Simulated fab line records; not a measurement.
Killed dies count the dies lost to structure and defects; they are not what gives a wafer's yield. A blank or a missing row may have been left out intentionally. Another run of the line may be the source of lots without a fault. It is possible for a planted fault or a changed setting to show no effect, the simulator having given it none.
fab line records | flow n5_finfet | part 2 of 2: steps 4 to 6 of 6
record: lots: 23 | wafers: 69 | last_day: 18
route steps=1938 shown HKMG_FIN@452 GATE_CUT@474 MOL_CONTACT_COAG@527
lots with no fault: from the same line, run without faults
start_h: hours from the record's opening day to when the first of the lot's shown wafers began | wait_h: hours from the lot's prior step to this one | " repeats the value in the row above | L1.1+2: several wafers, shown together as one row | - no value present, or no start provided | * or withheld: withheld | < > ~ a bound
route shown NAME@n: NAME is a module with steps in the file, n the number in the route of the first one | usual: mean/standard deviation taken from wafers without a fault | same: alike in all rows | chamber/n: place in a boat | sites: per-site readings | _std_site: how widely they spread, as a standard deviation | _edge_site: outer sites' mean less inner sites' | radius_mm: how far each site lies from the wafer's centre | mask NAME#n: copy n | behind: the most recent tool/chamber to have shaped the wafer | hold: why the lot was held/for how many hours/how that ended | device: the transistor (n, p or np) that didn't switch | end of line: tests run on the same wafers once the route is complete | for a step that has no rows: nothing shown but its recipe | killed: not the wafer's yield, but the dies lost to structure and defects at the first sort | map: the dies of a wafer, with x for killed, . for not killed, _ for no die there
set.NAME: the run value of the setting; set.NAME@STEP: its run value at that earlier step | model.NAME: the simulator's own value behind a step, which no gauge read
a sample of lots followed through the steps of the route, with each step as a table and each wafer as a row
services: when a tool's chamber went out of use (start_h, in hours from the record's first day, below 0 if earlier), for how many hours, and the reason
== steps ==
step: N5_GATE_CUT_ETCH_47
recipe: chemistry: Cl2/BCl3 | target: SiO2 | target_depth_a: 100 | pressure_mtorr: 10 | icp_w: 1000 | bias_w: 126 | Cl2_flow_sccm: 53.25 | bcl3_flow_sccm: 21.75 | Ar_flow_sccm: 25
usual: chamber_pressure_mTorr: 9.999/0.0088 | drypump_motor_current_A: 5.8/0.77 | oes_ar_750_au: 0.71/0.1 | oes_product_au: 0.71/0.09 | throttle_valve_pct: 22.81/0.25
lot.wafer | tool         | chamber | start_h | wait_h | chamber_pressure_mTorr | drypump_motor_current_A | oes_ar_750_au | oes_product_au | rf_hours_counter_h | throttle_valve_pct
L074.2    | rie_metal-02 | 0       | 84.00   | 0.0    | 9.996                  | 5.5                     | 0.65          | 0.61           | 119                | 22.60
L074.5    | "            | 1       | "       | "      | 9.981                  | 5.2                     | 0.60          | 0.58           | -                  | 22.90
L074.6    | "            | 0       | "       | "      | 9.998                  | 5.5                     | 0.65          | 0.62           | -                  | 22.58
L076.1    | rie_metal-03 | 0       | 94.95   | 0.0    | 10.012                 | 5.1                     | 0.63          | 0.65           | 104                | 22.47
L076.3    | "            | 1       | "       | "      | 9.999                  | 6.8                     | 0.81          | 0.81           | -                  | 22.71
L076.5    | "            | 1       | "       | "      | 10.009                 | 6.8                     | 0.80          | 0.80           | -                  | 22.70
L077.1    | rie_metal-03 | 1       | 103.20  | 0.0    | 10.000                 | 6.8                     | 0.80          | 0.80           | 36                 | 22.69
L077.2    | "            | 0       | "       | "      | 9.989                  | 5.0                     | 0.62          | 0.66           | 104                | 22.48
L077.3    | "            | 1       | "       | "      | 10.001                 | 6.7                     | 0.81          | 0.81           | -                  | 22.70
L078.1    | rie_metal-01 | 1       | 110.95  | 0.0    | 9.992                  | 6.5                     | 0.82          | 0.81           | 34                 | 22.97
L078.5    | "            | 1       | "       | "      | 9.995                  | 6.5                     | 0.82          | 0.79           | -                  | 22.96
L078.6    | "            | 0       | "       | "      | 10.005                 | 5.1                     | 0.62          | 0.63           | -                  | 23.11
L079.3    | rie_metal-03 | 0       | 113.26  | 0.0    | 10.000                 | 5.0                     | 0.62          | 0.65           | -                  | 22.51
L079.5    | "            | 1       | "       | "      | 9.991                  | 6.8                     | 0.80          | 0.80           | -                  | 22.70
L079.6    | "            | 0       | "       | "      | 10.006                 | 5.1                     | 0.62          | 0.65           | -                  | 22.48
L080.3    | rie_metal-01 | 1       | 120.85  | 0.0    | 10.002                 | 6.6                     | 0.82          | 0.79           | -                  | 22.96
L080.4    | "            | 0       | "       | "      | 10.008                 | 5.1                     | 0.61          | 0.64           | -                  | 23.12
L080.6    | "            | 1       | "       | "      | 10.007                 | 6.5                     | 0.81          | 0.80           | -                  | 22.98
L081.3    | rie_metal-01 | 0       | 124.21  | 0.0    | 10.006                 | 5.1                     | 0.62          | 0.64           | -                  | 23.11
L081.4    | "            | 1       | "       | "      | 10.008                 | 6.6                     | 0.81          | 0.79           | -                  | 22.98
L081.5    | "            | 1       | "       | "      | 9.992                  | 6.6                     | 0.81          | 0.80           | -                  | 22.96
L082.2    | rie_metal-01 | 0       | 131.02  | 0.0    | 10.001                 | 5.1                     | 0.61          | 0.64           | 118                | 23.11
L082.3    | "            | 0       | "       | "      | 10.017                 | 5.0                     | 0.61          | 0.63           | -                  | 23.12
L082.6    | "            | 1       | "       | "      | 10.008                 | 6.6                     | 0.81          | 0.80           | -                  | 22.99
L083.2    | rie_metal-03 | 0       | 136.71  | 0.0    | 10.010                 | 5.0                     | 0.62          | 0.65           | 107                | 22.49
L083.5    | "            | 1       | "       | "      | 9.987                  | 6.8                     | 0.79          | 0.79           | -                  | 22.72
L083.6    | "            | 0       | "       | "      | 10.007                 | 5.1                     | 0.62          | 0.66           | -                  | 22.49
L084.1    | rie_metal-03 | 0       | 148.07  | 0.0    | 9.988                  | 5.0                     | 0.61          | 0.65           | 109                | 22.50
L084.3    | "            | 1       | "       | "      | 10.007                 | 6.7                     | 0.79          | 0.80           | -                  | 22.73
L084.5    | "            | 1       | "       | "      | 10.014                 | 6.8                     | 0.78          | 0.79           | -                  | 22.72
L085.1    | rie_metal-03 | 1       | 155.88  | 0.0    | 10.010                 | 6.7                     | 0.78          | 0.79           | 41                 | 22.71
L085.3    | "            | 1       | "       | "      | 10.002                 | 6.8                     | 0.79          | 0.79           | -                  | 22.72
L085.4    | "            | 0       | "       | "      | 9.996                  | 5.0                     | 0.62          | 0.65           | -                  | 22.49
L086.2    | rie_metal-01 | 1       | 165.60  | 0.0    | 10.004                 | 6.5                     | 0.80          | 0.79           | 40                 | 22.97
L086.4    | "            | 0       | "       | "      | 10.011                 | 5.1                     | 0.60          | 0.64           | -                  | 23.12
L086.5    | "            | 1       | "       | "      | 10.007                 | 6.5                     | 0.80          | 0.79           | -                  | 22.96
L087.1    | rie_metal-02 | 0       | 183.30  | 0.0    | 9.998                  | 5.5                     | 0.64          | 0.60           | 127                | 22.59
L087.4    | "            | 1       | "       | "      | 9.993                  | 5.2                     | 0.95          | 0.92           | -                  | 22.39
L087.5    | "            | 0       | "       | "      | 9.991                  | 5.5                     | 0.64          | 0.60           | -                  | 22.61
L088.2    | rie_metal-03 | 1       | 184.79  | 0.0    | 10.008                 | 6.7                     | 0.78          | 0.80           | 43                 | 22.73
L088.5    | "            | 1       | "       | "      | 10.007                 | 6.7                     | 0.78          | 0.79           | -                  | 22.71
L088.6    | "            | 0       | "       | "      | 10.003                 | 5.0                     | 0.61          | 0.65           | -                  | 22.48
L089.1    | rie_metal-03 | 1       | 185.49  | 0.0    | 10.003                 | 6.8                     | 0.79          | 0.80           | 43                 | 22.73
L089.4    | "            | 0       | "       | "      | 9.984                  | 5.0                     | 0.61          | 0.64           | -                  | 22.51
L089.6    | "            | 1       | "       | "      | 10.000                 | 6.8                     | 0.78          | 0.79           | -                  | 22.73
L090.2    | rie_metal-03 | 1       | 190.84  | 0.0    | 10.000                 | 6.7                     | 0.78          | 0.80           | 44                 | 22.73
L090.4    | "            | 0       | "       | "      | 9.988                  | 5.1                     | 0.61          | 0.65           | -                  | 22.50
L090.5    | "            | 1       | "       | "      | 10.013                 | 6.7                     | 0.78          | 0.79           | -                  | 22.73
L091.2    | rie_metal-01 | 0       | 192.60  | 0.0    | 10.015                 | 5.1                     | 0.60          | 0.62           | 124                | 23.13
L091.5    | "            | 1       | "       | "      | 10.000                 | 6.5                     | 0.80          | 0.77           | -                  | 22.99
L091.6    | "            | 0       | "       | "      | 9.993                  | 5.1                     | 0.60          | 0.62           | -                  | 23.16
L092.4    | rie_metal-01 | 1       | 193.47  | 0.0    | 9.995                  | 6.6                     | 0.79          | 0.78           | -                  | 22.98
L092.5    | "            | 0       | "       | "      | 10.000                 | 5.1                     | 0.60          | 0.62           | -                  | 23.13
L092.6    | "            | 1       | "       | "      | 9.982                  | 6.6                     | 0.80          | 0.79           | -                  | 22.98
L093.1    | rie_metal-01 | 1       | 201.29  | 0.0    | 10.008                 | 6.5                     | 0.79          | 0.78           | 44                 | 23.01
L093.2    | "            | 0       | "       | "      | 9.991                  | 5.1                     | 0.60          | 0.63           | 124                | 23.10
L093.6    | "            | 0       | "       | "      | 9.990                  | 5.1                     | 0.60          | 0.63           | -                  | 23.12
L094.1    | rie_metal-02 | 0       | 204.31  | 0.0    | 9.996                  | 5.5                     | 0.63          | 0.61           | 128                | 22.60
L094.4    | "            | 0       | "       | "      | 10.006                 | 5.5                     | 0.63          | 0.60           | -                  | 22.60
L094.5    | "            | 1       | "       | "      | 10.002                 | 5.2                     | 0.94          | 0.92           | -                  | 22.37
L095.1    | rie_metal-03 | 1       | 212.87  | 0.0    | 9.999                  | 6.8                     | 0.77          | 0.78           | 46                 | 22.72
L095.3    | "            | 0       | "       | "      | 10.012                 | 5.0                     | 0.61          | 0.63           | -                  | 22.52
L095.4    | "            | 1       | "       | "      | 9.998                  | 6.8                     | 0.77          | 0.79           | -                  | 22.73
L096.3    | rie_metal-01 | 1       | 221.30  | 0.0    | 10.007                 | 6.5                     | 0.79          | 0.78           | -                  | 23.00
L096.4    | "            | 0       | "       | "      | 10.009                 | 5.1                     | 0.59          | 0.62           | -                  | 23.14
L096.6    | "            | 0       | "       | "      | 10.000                 | 5.1                     | 0.59          | 0.63           | -                  | 23.13
L097.2    | rie_metal-01 | 0       | 230.55  | 0.0    | 10.001                 | 5.1                     | 0.59          | 0.61           | 127                | 23.14
L097.3    | "            | 1       | "       | "      | 9.998                  | 6.5                     | 0.78          | 0.76           | -                  | 23.02
L097.5    | "            | 0       | "       | "      | 10.005                 | 5.1                     | 0.59          | 0.62           | -                  | 23.14
step: N5_GATE_CUT_VAPOR_ETCH_49
recipe: chemistry: BCl3/Cl2 | target: TiAlC | mode: isotropic
usual: drypump_motor_current_A: 5.8/0.76 | oes_product_au: 0.71/0.09
lot.wafer | tool         | chamber | start_h | wait_h | drypump_motor_current_A | oes_product_au
L074.2    | rie_metal-02 | 0       | 84.06   | 0.0    | 5.5                     | 0.61
L074.5    | "            | 1       | "       | "      | 5.2                     | 0.58
L074.6    | "            | 0       | "       | "      | 5.5                     | 0.61
L076.1    | rie_metal-03 | 0       | 95.01   | 0.0    | 5.1                     | 0.65
L076.3    | "            | 1       | "       | "      | 6.7                     | 0.82
L076.5    | "            | 1       | "       | "      | 6.7                     | 0.81
L077.1    | rie_metal-03 | 1       | 103.26  | 0.0    | 6.8                     | 0.80
L077.2    | "            | 0       | "       | "      | 5.0                     | 0.65
L077.3    | "            | 1       | "       | "      | 6.8                     | 0.80
L078.1    | rie_metal-01 | 1       | 111.01  | 0.0    | 6.5                     | 0.79
L078.5    | "            | 1       | "       | "      | 6.5                     | 0.79
L078.6    | "            | 0       | "       | "      | 5.1                     | 0.63
L079.3    | rie_metal-03 | 0       | 113.32  | 0.0    | 5.0                     | 0.65
L079.5    | "            | 1       | "       | "      | 6.8                     | 0.80
L079.6    | "            | 0       | "       | "      | 5.0                     | 0.65
L080.3    | rie_metal-01 | 1       | 120.91  | 0.0    | 6.5                     | 0.80
L080.4    | "            | 0       | "       | "      | 5.1                     | 0.63
L080.6    | "            | 1       | "       | "      | 6.5                     | 0.81
L081.3    | rie_metal-01 | 0       | 124.27  | 0.0    | 5.1                     | 0.63
L081.4    | "            | 1       | "       | "      | 6.5                     | 0.79
L081.5    | "            | 1       | "       | "      | 6.5                     | 0.80
L082.2    | rie_metal-01 | 0       | 131.08  | 0.0    | 5.1                     | 0.63
L082.3    | "            | 0       | "       | "      | 5.1                     | 0.63
L082.6    | "            | 1       | "       | "      | 6.5                     | 0.80
L083.2    | rie_metal-03 | 0       | 136.77  | 0.0    | 5.0                     | 0.66
L083.5    | "            | 1       | "       | "      | 6.8                     | 0.80
L083.6    | "            | 0       | "       | "      | 5.0                     | 0.65
L084.1    | rie_metal-03 | 0       | 148.13  | 0.0    | 5.0                     | 0.65
L084.3    | "            | 1       | "       | "      | 6.8                     | 0.79
L084.5    | "            | 1       | "       | "      | 6.7                     | 0.79
L085.1    | rie_metal-03 | 1       | 155.94  | 0.0    | 6.8                     | 0.79
L085.3    | "            | 1       | "       | "      | 6.7                     | 0.79
L085.4    | "            | 0       | "       | "      | 5.0                     | 0.64
L086.2    | rie_metal-01 | 1       | 165.66  | 0.0    | 6.5                     | 0.78
L086.4    | "            | 0       | "       | "      | 5.1                     | 0.62
L086.5    | "            | 1       | "       | "      | 6.6                     | 0.79
L087.1    | rie_metal-02 | 0       | 183.36  | 0.0    | 5.5                     | 0.60
L087.4    | "            | 1       | "       | "      | 5.1                     | 0.92
L087.5    | "            | 0       | "       | "      | 5.4                     | 0.59
L088.2    | rie_metal-03 | 1       | 184.85  | 0.0    | 6.8                     | 0.79
L088.5    | "            | 1       | "       | "      | 6.8                     | 0.80
L088.6    | "            | 0       | "       | "      | 5.0                     | 0.64
L089.1    | rie_metal-03 | 1       | 185.55  | 0.0    | 6.8                     | 0.80
L089.4    | "            | 0       | "       | "      | 5.0                     | 0.64
L089.6    | "            | 1       | "       | "      | 6.8                     | 0.79
L090.2    | rie_metal-03 | 1       | 190.90  | 0.0    | 6.8                     | 0.78
L090.4    | "            | 0       | "       | "      | 5.1                     | 0.64
L090.5    | "            | 1       | "       | "      | 6.8                     | 0.79
L091.2    | rie_metal-01 | 0       | 192.66  | 0.0    | 5.1                     | 0.62
L091.5    | "            | 1       | "       | "      | 6.5                     | 0.78
L091.6    | "            | 0       | "       | "      | 5.1                     | 0.62
L092.4    | rie_metal-01 | 1       | 193.53  | 0.0    | 6.5                     | 0.78
L092.5    | "            | 0       | "       | "      | 5.1                     | 0.63
L092.6    | "            | 1       | "       | "      | 6.6                     | 0.78
L093.1    | rie_metal-01 | 1       | 201.35  | 0.0    | 6.5                     | 0.78
L093.2    | "            | 0       | "       | "      | 5.1                     | 0.62
L093.6    | "            | 0       | "       | "      | 5.1                     | 0.62
L094.1    | rie_metal-02 | 0       | 204.37  | 0.0    | 5.5                     | 0.59
L094.4    | "            | 0       | "       | "      | 5.4                     | 0.59
L094.5    | "            | 1       | "       | "      | 5.2                     | 0.89
L095.1    | rie_metal-03 | 1       | 212.93  | 0.0    | 6.7                     | 0.78
L095.3    | "            | 0       | "       | "      | 5.0                     | 0.64
L095.4    | "            | 1       | "       | "      | 6.8                     | 0.77
L096.3    | rie_metal-01 | 1       | 221.36  | 0.0    | 6.5                     | 0.77
L096.4    | "            | 0       | "       | "      | 5.1                     | 0.62
L096.6    | "            | 0       | "       | "      | 5.1                     | 0.61
L097.2    | rie_metal-01 | 0       | 230.61  | 0.0    | 5.1                     | 0.61
L097.3    | "            | 1       | "       | "      | 6.5                     | 0.75
L097.5    | "            | 0       | "       | "      | 5.1                     | 0.61
step: N5_MOL_CONTACT_COAG_OVL_MEAS_09
recipe: points_per_wafer: 522
usual: CA_OVL: 0.2/0.67
lot.wafer | tool       | chamber | start_h | wait_h | CA_OVL[nm]
L074.2    | overlay-02 | 0       | 87.15   | 0.0    | 0.6
L074.5    | "          | 0       | "       | "      | -0.2
L074.6    | "          | 0       | "       | "      | 0.6
L076.1    | overlay-01 | 0       | 98.76   | 0.0    | 0.9
L076.3    | "          | 0       | "       | "      | 1.3
L076.5    | "          | 0       | "       | "      | 1.0
L077.1    | overlay-01 | 0       | 107.24  | 0.0    | -0.9
L077.2    | "          | 0       | "       | "      | -0.4
L077.3    | "          | 0       | "       | "      | -0.2
L078.1    | overlay-02 | 0       | 114.10  | 0.0    | 1.9
L078.5    | "          | 0       | "       | "      | 1.1
L078.6    | "          | 0       | "       | "      | -0.5
L079.3    | overlay-02 | 0       | 116.54  | 0.0    | -0.6
L079.5    | "          | 0       | "       | "      | 0.2
L079.6    | "          | 0       | "       | "      | -0.4
L080.3    | overlay-01 | 0       | 124.12  | 0.0    | 0.4
L080.4    | "          | 0       | "       | "      | 0.8
L080.6    | "          | 0       | "       | "      | 0.4
L081.3    | overlay-01 | 0       | 127.55  | 0.0    | -0.3
L081.4    | "          | 0       | "       | "      | 0.1
L081.5    | "          | 0       | "       | "      | -0.2
L082.2    | overlay-01 | 0       | 134.23  | 0.0    | 0.9
L082.3    | "          | 0       | "       | "      | -0.5
L082.6    | "          | 0       | "       | "      | 0.6
L083.2    | overlay-02 | 0       | 139.99  | 0.0    | -0.2
L083.5    | "          | 0       | "       | "      | -0.7
L083.6    | "          | 0       | "       | "      | 0.3
L084.1    | overlay-02 | 0       | 151.34  | 0.0    | 0.6
L084.3    | "          | 0       | "       | "      | 0.0
L084.5    | "          | 0       | "       | "      | 0.2
L085.1    | overlay-01 | 0       | 159.03  | 0.0    | 0.7
L085.3    | "          | 0       | "       | "      | 0.6
L085.4    | "          | 0       | "       | "      | 0.7
L086.2    | overlay-02 | 0       | 168.94  | 0.0    | -1.3
L086.4    | "          | 0       | "       | "      | -1.6
L086.5    | "          | 0       | "       | "      | 0.2
L087.1    | overlay-02 | 0       | 186.70  | 0.0    | -0.1
L087.4    | "          | 0       | "       | "      | 0.2
L087.5    | "          | 0       | "       | "      | 0.0
L088.2    | overlay-02 | 0       | 188.95  | 0.0    | 0.1
L088.5    | "          | 0       | "       | "      | -0.7
L088.6    | "          | 0       | "       | "      | 0.2
L089.1    | overlay-01 | 0       | 190.28  | 0.0    | -0.8
L089.4    | "          | 0       | "       | "      | -0.3
L089.6    | "          | 0       | "       | "      | -0.4
L090.2    | overlay-02 | 0       | 193.99  | 0.0    | -0.7
L090.4    | "          | 0       | "       | "      | -0.2
L090.5    | "          | 0       | "       | "      | 0.5
L091.2    | overlay-02 | 0       | 195.87  | 0.0    | -1.0
L091.5    | "          | 0       | "       | "      | -0.5
L091.6    | "          | 0       | "       | "      | -0.4
L092.4    | overlay-01 | 0       | 196.63  | 0.0    | 0.3
L092.5    | "          | 0       | "       | "      | 0.3
L092.6    | "          | 0       | "       | "      | -0.1
L093.1    | overlay-02 | 0       | 204.48  | 0.0    | 0.7
L093.2    | "          | 0       | "       | "      | -0.6
L093.6    | "          | 0       | "       | "      | 0.4
L094.1    | overlay-02 | 0       | 207.60  | 0.0    | 0.3
L094.4    | "          | 0       | "       | "      | 1.9
L094.5    | "          | 0       | "       | "      | -0.2
L095.1    | overlay-01 | 0       | 224.57  | 0.0    | 0.3
L095.3    | "          | 0       | "       | "      | 0.0
L095.4    | "          | 0       | "       | "      | 0.4
L096.3    | overlay-02 | 0       | 224.62  | 0.0    | 0.6
L096.4    | "          | 0       | "       | "      | 0.5
L096.6    | "          | 0       | "       | "      | 1.5
L097.2    | overlay-02 | 0       | 233.89  | 0.0    | 0.2
L097.3    | "          | 0       | "       | "      | -0.5
L097.5    | "          | 0       | "       | "      | 0.1
== services ==
tool         | chamber | start_h | hours | kind
rie_diel-05  | 3       | 54.01   | 8.8   | repair
pecvd-03     | -       | 73.64   | 0.5   | repair
rie_diel-06  | 0       | 79.05   | 8.7   | repair
pecvd-03     | -       | 83.36   | 1.5   | repair
rie_diel-02  | 1       | 87.10   | 2.7   | repair
rie_diel-04  | 0       | 90.90   | 7.5   | repair
pecvd-03     | 0       | 92.08   | 2.8   | repair
rie_metal-01 | -       | 117.70  | 2.8   | pm
pecvd-04     | -       | 120.08  | 3.5   | repair
rie_diel-02  | 0       | 122.41  | 2.5   | repair
rie_diel-04  | 1       | 136.39  | 8.7   | repair
rie_diel-03  | 2       | 142.38  | -     | clean
rie_diel-03  | 2       | 142.38  | -     | consumable_replace:focus_ring
rie_metal-03 | -       | 150.55  | 2.5   | repair
rie_diel-02  | 0       | 151.41  | 1.6   | repair
pecvd-01     | -       | 152.21  | 1.7   | repair
pecvd-03     | 1       | 157.84  | 3.6   | repair
rie_metal-03 | 1       | 166.83  | 4.3   | repair
rie_diel-06  | 2       | 168.37  | 33.9  | repair
rie_diel-01  | 1       | 186.61  | 6.5   | repair
rie_diel-06  | -       | 195.13  | 28.1  | pm
rie_diel-04  | 3       | 198.65  | 1.7   | repair
rie_diel-03  | 1       | 213.86  | -     | clean
rie_diel-01  | 1       | 218.33  | 2.2   | repair
